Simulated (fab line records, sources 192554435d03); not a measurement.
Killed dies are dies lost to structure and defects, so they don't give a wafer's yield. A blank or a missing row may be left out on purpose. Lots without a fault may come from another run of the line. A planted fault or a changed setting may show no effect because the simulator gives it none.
Tool commonality check | flow n5_finfet | 9 lots, 27 wafers sampled

WHY IT WAS OPENED
At N5_BEOL_M4_RC_MEAS_101 the reading IOFF_N_LIN is flagged on 3 of 9 lots. Wafers without a fault read 0.070 nA/um, standard deviation 0.012.
Rule: a lot is flagged when every wafer of it that has a number lies more than 4 standard deviations from that mean, or none has a number. The other lots count as sound.

lot  | measured     | on        | IOFF_N_LIN (nA/um), wafer by wafer | flag
L118 | day 7 21:37  | prober-02 | 0.059 0.059 0.057                  |
L120 | day 8 12:00  | prober-01 | 0.069 0.074 0.058                  |
L135 | day 12 09:48 | prober-02 | 0.192 0.161 0.171                  | FLAGGED
L136 | day 12 13:02 | prober-02 | 0.149 0.161 0.159                  | FLAGGED
L137 | day 12 17:01 | prober-02 | 0.158 0.149 0.160                  | FLAGGED
L138 | day 12 19:22 | prober-01 | 0.063 0.053 0.066                  |
L139 | day 13 00:59 | prober-02 | 0.085 0.083 0.074                  |
L140 | day 13 12:37 | prober-02 | 0.073 0.090 0.095                  |
L141 | day 13 15:45 | prober-02 | 0.065 0.064 0.071                  |
The numbers of the flagged lots are 0.162 nA/um on average: +0.092 nA/um against the usual, or +8 standard deviations.

WHICH TOOL RAN EACH LOT
The record holds 4 process steps before the reading, out of a route of 1938 steps. In each cell: the tool, then ch and the chambers that the sampled wafers went through, then the start.
lot  | flag    | N5_FIN_CUT_CUT_ETCH_26            | N5_STI_FIN_REVEAL_CMP_04     | N5_STI_FIN_REVEAL_ETCH_34       | N5_STI_FIN_REVEAL_OXIDATION_33
L118 |         | rie_diel-04 ch 0,1, day 2 03:47   | cmp-03 ch 1,2, day 2 09:23   | rie_si-04 ch 1,2, day 2 12:34   | plasma_asher-01 ch 0,1, day 2 13:00
L120 |         | rie_diel-04 ch 1,2, day 2 15:35   | cmp-02 ch 0,1,3, day 3 03:13 | rie_si-04 ch 1,2, day 3 06:01   | plasma_asher-01 ch 0,1, day 3 06:26
L135 | FLAGGED | rie_diel-04 ch 0,1, day 6 09:38   | cmp-02 ch 0,2, day 6 16:15   | rie_si-01 ch 0,1,2, day 6 19:05 | plasma_asher-01 ch 0,1, day 6 19:31
L136 | FLAGGED | rie_diel-04 ch 0,2, day 6 17:10   | cmp-02 ch 1,2,3, day 6 22:49 | rie_si-04 ch 1,3, day 7 01:39   | plasma_asher-01 ch 0,1, day 7 02:04
L137 | FLAGGED | rie_diel-01 ch 0,2,3, day 6 22:41 | cmp-03 ch 0,1,3, day 7 06:39 | rie_si-04 ch 0,2,3, day 7 09:40 | plasma_asher-01 ch 0,1, day 7 10:05
L138 |         | rie_diel-04 ch 0,1,2, day 7 04:41 | cmp-04 ch 0,2,3, day 7 10:26 | rie_si-01 ch 1,2,3, day 7 13:23 | plasma_asher-01 ch 0,1, day 7 13:48
L139 |         | rie_diel-01 ch 0,3, day 7 09:27   | cmp-03 ch 0,2, day 7 15:28   | rie_si-04 ch 0,2, day 7 18:18   | plasma_asher-02 ch 0, day 7 18:43
L140 |         | rie_diel-04 ch 0,3, day 7 16:53   | cmp-03 ch 1,3, day 7 22:50   | rie_si-02 ch 0,2, day 8 02:14   | plasma_asher-01 ch 0,1, day 8 02:40
L141 |         | rie_diel-04 ch 0,2,3, day 7 21:42 | cmp-04 ch 2,3, day 8 03:18   | rie_si-04 ch 1,2,3, day 8 06:19 | plasma_asher-01 ch 0,1, day 8 06:43
What these steps do:
- N5_FIN_CUT_CUT_ETCH_26: etches SiNx in CH3F/O2, target depth 39 nm, time 55.7 s.
- N5_STI_FIN_REVEAL_CMP_04: polishes, stops on Si3N4, t overpolish 4 s, target thk 131.83 nm.
- N5_STI_FIN_REVEAL_ETCH_34: etches Si in H2, material Si, target depth 0.97 nm.
- N5_STI_FIN_REVEAL_OXIDATION_33: chemistry O2 PLASMA REMOTE, time 20 s.
- N5_BEOL_M4_RC_MEAS_101

FLAGGED OVER TOTAL, TOOL BY TOOL (the gauges that took the reading come last)
step                           | tool            | lots run | flagged | share of the flagged lots | sound lots run after its first flagged lot
N5_FIN_CUT_CUT_ETCH_26         | rie_diel-01     | 2        | 1       | some                      | 1 (L139)
N5_FIN_CUT_CUT_ETCH_26         | rie_diel-04     | 7        | 2       | some                      | 3 (L138,L140,L141)
N5_STI_FIN_REVEAL_CMP_04       | cmp-02          | 3        | 2       | some                      | 0
N5_STI_FIN_REVEAL_CMP_04       | cmp-03          | 4        | 1       | some                      | 2 (L139,L140)
N5_STI_FIN_REVEAL_CMP_04       | cmp-04          | 2        | 0       | none                      | -
N5_STI_FIN_REVEAL_ETCH_34      | rie_si-01       | 2        | 1       | some                      | 1 (L138)
N5_STI_FIN_REVEAL_ETCH_34      | rie_si-02       | 1        | 0       | none                      | -
N5_STI_FIN_REVEAL_ETCH_34      | rie_si-04       | 6        | 2       | some                      | 2 (L139,L141)
N5_STI_FIN_REVEAL_OXIDATION_33 | plasma_asher-01 | 8        | 3       | all                       | 3 (L138,L140,L141)
N5_STI_FIN_REVEAL_OXIDATION_33 | plasma_asher-02 | 1        | 0       | none                      | -
N5_BEOL_M4_RC_MEAS_101         | prober-01       | 2        | 0       | none                      | -
N5_BEOL_M4_RC_MEAS_101         | prober-02       | 7        | 3       | all                       | 3 (L139,L140,L141)

WHAT THE TABLE ALLOWS
2 rows of the table ran every flagged lot: plasma_asher-01 at N5_STI_FIN_REVEAL_OXIDATION_33, prober-02 at N5_BEOL_M4_RC_MEAS_101.
- plasma_asher-01 at N5_STI_FIN_REVEAL_OXIDATION_33: 3 of its 8 lots flagged. Sound lots ran on it after the first flagged one (L138, L140, L141), which a lasting fault on the whole tool wouldn't allow. On the flagged lots its readings are blank where sound lots have values: chamber_pressure_mTorr, drypump_motor_current_A, heater_power_w.
- prober-02 at N5_BEOL_M4_RC_MEAS_101: 3 of its 7 lots flagged. Sound lots ran on it after the first flagged one (L139, L140, L141), which a lasting fault on the whole tool wouldn't allow.
No row of the table ran every flagged lot and no sound lot after the first.

WHAT THE SIMULATOR HAD PUT IN
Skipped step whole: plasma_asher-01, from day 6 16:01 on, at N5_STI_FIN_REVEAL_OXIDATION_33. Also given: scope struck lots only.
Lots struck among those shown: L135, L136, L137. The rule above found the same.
